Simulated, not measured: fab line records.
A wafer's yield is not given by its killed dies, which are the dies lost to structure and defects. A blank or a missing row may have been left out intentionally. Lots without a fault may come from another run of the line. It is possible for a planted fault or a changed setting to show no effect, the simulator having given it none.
Matching of chambers :: flow n5Finfet :: N5_STI_FIN_REVEAL_CMP_04 on cmp-04: 4 sister chambers
The step polishes, stops on Si3N4, t overpolish 4 s, target thk 131.83 nm. 4 wafers are shown with their chamber, then 8 later ones without.

## WAFERS PAIRED WITH THEIR CHAMBERS
wafer: L076.5
chamber: 3
motorCurrentA (A): 8.0

wafer: L085.5
chamber: 2
motorCurrentA (A): 8.7

wafer: L086.4
chamber: 1
motorCurrentA (A): 8.5

wafer: L088.2
chamber: 0
motorCurrentA (A): 9.1

## WAFERS WITH NO CHAMBER GIVEN
wafer: L088.3
motorCurrentA (A): 8.4

wafer: L088.5
motorCurrentA (A): 8.4

wafer: L091.3
motorCurrentA (A): 8.7

wafer: L091.4
motorCurrentA (A): 9.2

wafer: L091.6
motorCurrentA (A): 9.4

wafer: L093.1
motorCurrentA (A): 8.5

wafer: L093.4
motorCurrentA (A): 8.7

wafer: L093.6
motorCurrentA (A): 9.2

## WHICH CHAMBER EACH WENT THROUGH
wafer: L088.3
from the rows above: can't be placed: 1 or 2
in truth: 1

wafer: L088.5
from the rows above: can't be placed: 1 or 2
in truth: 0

wafer: L091.3
from the rows above: can't be placed: 2 or 1
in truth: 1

wafer: L091.4
from the rows above: 0
in truth: 0

wafer: L091.6
from the rows above: 0
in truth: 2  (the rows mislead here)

wafer: L093.1
from the rows above: can't be placed: 1 or 2
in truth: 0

wafer: L093.4
from the rows above: can't be placed: 2 or 1
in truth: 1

wafer: L093.6
from the rows above: 0
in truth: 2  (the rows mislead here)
Correct placement for 1 of the 8. From these rows, 5 cannot be placed; in 3 the true chamber is one of the candidates. Wrongly placed: 2.
How it was worked out, from the rows above alone: a wafer's distance from a chamber is the root of the sum, over the readings, of the square of ((its reading less the chamber's mean) divided by the reading's scatter). The wafer belongs to the nearest chamber; if the next one is less than 2 further off, it can't be placed. For every chamber, the mean is computed from those of its wafers that are shown. The scatter: root of mean squared gap, hidden wafer to nearest shown wafer, with one shown wafer a chamber.
